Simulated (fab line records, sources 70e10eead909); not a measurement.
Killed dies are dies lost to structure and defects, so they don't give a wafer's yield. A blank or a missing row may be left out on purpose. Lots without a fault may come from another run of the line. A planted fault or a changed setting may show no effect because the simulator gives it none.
A struck lot beside a sound one | flow nand_harc | 14 steps out of a route of 1302
Sound: wafers L962.2, L962.3, L962.4. Struck: wafers L971.2, L971.3, L971.6. The cause comes at the end.
At each step with rows: each side's tool, then ch and its chambers, then its first start. Under that, the readings that differ: sound wafers | struck wafers | difference of the means | sigmas: that difference in standard deviations of wafers without a fault.
alike: readings whose means differ by less than 2 such deviations, and words and numbers that are the same on both sides. not compared: withheld readings, readings that some wafer has no value for, bounds like >300 that may hide the same value, and numbers for which the record gives no deviation and whose values overlap.
The two part at a step that has a row with sigmas, a row that says differs or no value, or rows on one side only. Numbers that don't overlap but have no deviation are shown without sigmas and don't part them. A reading that every wafer of one side lacks parts them only if that side has two wafers or more.

NHARC_A_CHANNEL_FILL_D1_ALD_15: deposits SiNx, target thk 2 nm, pulse time 60 s, ald cycles 19.
  sound on ald_sin_batch-02 ch 0; struck on ald_sin_batch-02 ch 0
  alike: chamber_pressure_Torr, precursor_pulse_height_rel
then, 3 steps without rows for these wafers: NHARC_A_CHANNEL_FILL_D1_ALD_16 (deposits SiO2, target thk 1.5 nm, pulse time 10 s, ald cycles 15); NHARC_A_CHANNEL_FILL_D1_ANNEAL_17 (time 1800 s); NHARC_A_CHANNEL_FILL_D1_CVD_18 (deposits poly-Si, target thk 3 nm).
NHARC_A_CHANNEL_FILL_D1_ETCHBACK_19: etches the open film in HBr/Cl2, target depth 5 nm, time 1.7 s.
  sound on rie_si-04 ch 1,2,3, day 11 10:08; struck on rie_si-05 ch 0,1,2, day 14 13:55
  alike: drypump_motor_current_A, oes_product_au, throttle_valve_pct
  not compared: rf_hours_counter_h
NHARC_A_CHANNEL_FILL_D1_ETCHBACK_20: etches the open film in C4F8/O2/Ar, target depth 27 nm, time 13.5 s.
  sound on rie_diel-04 ch 0,1,2, day 11 10:16; struck on rie_diel-01 ch 1,2,3, day 14 14:02
  reading               | sound          | struck         | difference | sigmas
  oes_product_au (a.u.) | 0.99 1.01 1.01 | 0.93 0.92 0.93 | -0.08      | -2
  alike: rf_vpp_V
  not compared: rf_hours_counter_h
NHARC_A_CHANNEL_FILL_D1_STRIP_28: strips in O2, time 20 s.
  sound on rie_diel-04 ch 0,1,3, day 11 10:22; struck on rie_diel-01 ch 1,2,3, day 14 14:06
  alike: drypump_motor_current_A, mfc_ar_sccm, o2_flow_sccm, oes_product_au, rf_vpp_V, showerhead_plenum_p_Torr, throttle_valve_pct
  not compared: rf_hours_counter_h
then, 4 steps without rows for these wafers: NHARC_A_CHANNEL_FILL_D1_PRECLEAN_21 (cleans in dHF, time 30 s); NHARC_A_CHANNEL_FILL_D1_SRD_23; NHARC_A_CHANNEL_FILL_D1_CVD_05 (deposits poly-Si, target thk 5 nm); NHARC_A_CHANNEL_FILL_D1_ANNEAL_22 (time 7200 s).
NHARC_A_CHANNEL_FILL_D1_ALD_25: deposits SiOx, target thk 60 nm, pulse time 10 s, ald cycles 600.
  sound on ald_hk-03 ch 0,1,2, day 11 23:37; struck on ald_hk-01 ch 0,1, day 15 02:04
  no value came back on the struck wafers for ald_cycles, heater_power_outer_w (W), heater_power_w (W), precursor_pulse_height_rel; on the sound wafers ald_cycles reads 600 600 600
NHARC_A_CHANNEL_FILL_D1_ETCHBACK_08: etches the open film in C4F8, target depth 220 nm, time 110 s.
  sound on rie_diel-01 ch 0,1,2; struck on rie_diel-01 ch 1,3
  alike: oes_product_au, rf_vpp_V
  not compared: rf_hours_counter_h
-- the record jumps here: 14 days lie between the struck wafers' starts before and after (it left off in module A_CHANNEL_FILL_D1 and takes up again in module END, whose first step shown is number 1302 of the route) --
NHARC_END_SORT_01:
  the record has rows for the struck wafers here (prober-01 ch 0, day 29 04:22) and none for the sound ones

WHERE THEY PART
First at NHARC_A_CHANNEL_FILL_D1_ETCHBACK_20; last, within this record, at NHARC_END_SORT_01.

WHY: what the simulator had put in
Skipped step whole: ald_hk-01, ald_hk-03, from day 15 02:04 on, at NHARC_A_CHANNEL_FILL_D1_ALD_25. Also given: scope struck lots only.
